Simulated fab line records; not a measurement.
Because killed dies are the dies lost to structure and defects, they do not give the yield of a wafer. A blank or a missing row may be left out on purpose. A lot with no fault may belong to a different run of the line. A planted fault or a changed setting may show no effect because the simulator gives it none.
Split-lot experiment	flow n5_finfet	21 wafers read across 7 lots, on a route 1938 steps long

ON THE SPLIT
At N5_PMOS_HMC_CHANNEL_EPI_ETCH_32 (etches BARC in N2/H2, stops on SiO2, target depth 85.8 nm, time 50.3 s), the setting bias_w was moved away from the recipe's 150 W on 6 of the 21 wafers read, by -16.1% to +9.7%. All remaining wafers had this setting at the recipe value.

The reading comes from the split's own step.

THE READING
rf_vpp_V, in V, at N5_PMOS_HMC_CHANNEL_EPI_ETCH_32 (etches BARC in N2/H2, stops on SiO2, target depth 85.8 nm, time 50.3 s). Typical for fault-free wafers on this fab line: 524.0 V, with standard deviation 1.8 V.

wafer	tool, chamber at the split	bias_w as run, W	against the recipe	rf_vpp_V, V	against lot-mates on the recipe
L075.1	rie_diel-03, 3	150	recipe	525.4	-
L075.5	rie_diel-03, 2	150	recipe	525.7	-
L075.6	rie_diel-03, 3	150	recipe	524.6	-
L083.2	rie_diel-05, 0	150	recipe	522.9	-
L083.5	rie_diel-05, 3	163.1	+8.7%	552.9	+28.7
L083.6	rie_diel-05, 2	150	recipe	525.5	-
L086.2	rie_diel-03, 0	160.9	+7.3%	547.2	+20.9
L086.3	rie_diel-03, 1	150	recipe	526.3	-
L086.4	rie_diel-03, 3	160.9	+7.3%	548.4	+22.1
L087.1	rie_diel-03, 1	150	recipe	523.3	-
L087.4	rie_diel-03, 0	150	recipe	522.3	-
L087.6	rie_diel-03, 2	150	recipe	526.8	-
L090.1	rie_diel-06, 1	164.5	+9.7%	551.2	+27.9
L090.4	rie_diel-06, 3	150	recipe	523.4	-
L090.5	rie_diel-06, 0	150	recipe	523.2	-
L091.2	rie_diel-06, 0	150	recipe	521.9	-
L091.4	rie_diel-06, 2	150	recipe	525.2	-
L091.6	rie_diel-06, 1	150	recipe	520.3	-
L095.1	rie_diel-05, 2	150	recipe	526.6	-
L095.2	rie_diel-05, 0	125.8	-16.1%	468.2	-58.4
L095.3	rie_diel-05, 3	125.8	-16.1%	469.4	-57.2

THE FIT
A straight line over all 21 wafers: rf_vpp_V changes by +3.32 V for each +1% of bias_w; r = +1.00; the points scatter about the line by 2.1 V.
The same after taking each lot's own level away (the mean of its wafers on the recipe; 21 wafers): +3.39 V for each +1%; r = +1.00; scatter 2 V.
The reading moves by 55 V for the largest change in bias_w, on that fit.
Measured against the standard deviation above, the lots' own levels, which go from 522.47 to 526.60 V, span 2.3 times it.
Hence the lot-to-lot level has little effect on the slope; both slopes agree.
Check: -53.9 V against its lot-mates is what the line predicts for one of the wafers moved furthest among these (-16.1%) when that wafer is left out of the fit. It came out at -58.4 V against them.
Tool readings at the split's step, against how far the setting was moved: rf_vpp_V r = +1.00.

THESE WAFERS: OTHER SPLITS
Other splits were also applied to these wafers ahead of the reading. Each is held against what the fit with the lots' levels taken away leaves over:
other split on the same wafers	wafers away from the commonest value	r with rf_vpp_V (lot level and that fit taken away)
N5_ZERO_LAYER_EXPOSE_08 dose_mj	9	+0.10
N5_ZERO_LAYER_DEVELOP_10 develop_time_s	6	-0.01
N5_PMOS_HMC_CHANNEL_EPI_PEB_07 peb_temp_c	7	+0.36

THE FILE'S OWN FIT
rf_vpp_V changes by +3.33 V for each +1% of bias_w, r = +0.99.
